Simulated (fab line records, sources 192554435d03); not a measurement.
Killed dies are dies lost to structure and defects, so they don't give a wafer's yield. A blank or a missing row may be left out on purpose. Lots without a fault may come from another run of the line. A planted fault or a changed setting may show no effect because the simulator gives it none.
Which tool did it? | flow n5_finfet | 11 lots, 33 wafers sampled, at 1 step of a route of 1938

WHAT THE GAUGES READ, wafer by wafer
N5_SDB_INSPECT_13: inspects for defects (brightfield). Usual: raw_defect_count 64, standard deviation 27.
lot  | measured    | on                | raw_defect_count | flag
L558 | day 3 22:22 | defect_inspect-02 | 76 52 93         |
L559 | day 4 06:04 | defect_inspect-01 | 37 51 73         |
L561 | day 4 22:56 | defect_inspect-02 | 96 44 94         |
L563 | day 5 08:08 | defect_inspect-02 | 33 29 34         |
L565 | day 5 17:04 | defect_inspect-02 | 90 60 54         |
L566 | day 5 23:45 | defect_inspect-02 | 63 39 103        |
L572 | day 7 12:43 | defect_inspect-02 | 58 31 39         |
L575 | day 8 11:32 | defect_inspect-02 | 53 31 54         |
L578 | day 9 04:40 | defect_inspect-02 | 67 136 172       |
L579 | day 9 09:55 | defect_inspect-01 | 40 29 40         |
L580 | day 9 12:56 | defect_inspect-02 | 66 58 91         |

WHICH TOOL RAN EACH LOT (tool, then ch and the chambers of the sampled wafers, then the start)
The record holds no process step before these readings.

WHAT THE TOOLS THEMSELVES READ (means of the sampled wafers that have a number; where no wafer has one, the mark that the record gives instead)
The record holds no such reading with a usual standard deviation.

THE ANSWER, worked out from the rows above alone
Rule: a lot is off if the mean of its wafers that have a number lies more than 3 standard deviations from the usual mean. A lot without any number at a reading at which 4 lots or more have one is off too. The other lots that the step has rows for count as sound. The gauges are gone through in route order, then the tools' own readings, and for those a lot's mean is taken as printed above. The first step at which some lot is off is used, and at that step the reading that is off furthest; a lot without a number counts as furthest.
No lot is off at any reading shown: from this, nothing can be told.

WHAT THE SIMULATOR HAD PUT IN
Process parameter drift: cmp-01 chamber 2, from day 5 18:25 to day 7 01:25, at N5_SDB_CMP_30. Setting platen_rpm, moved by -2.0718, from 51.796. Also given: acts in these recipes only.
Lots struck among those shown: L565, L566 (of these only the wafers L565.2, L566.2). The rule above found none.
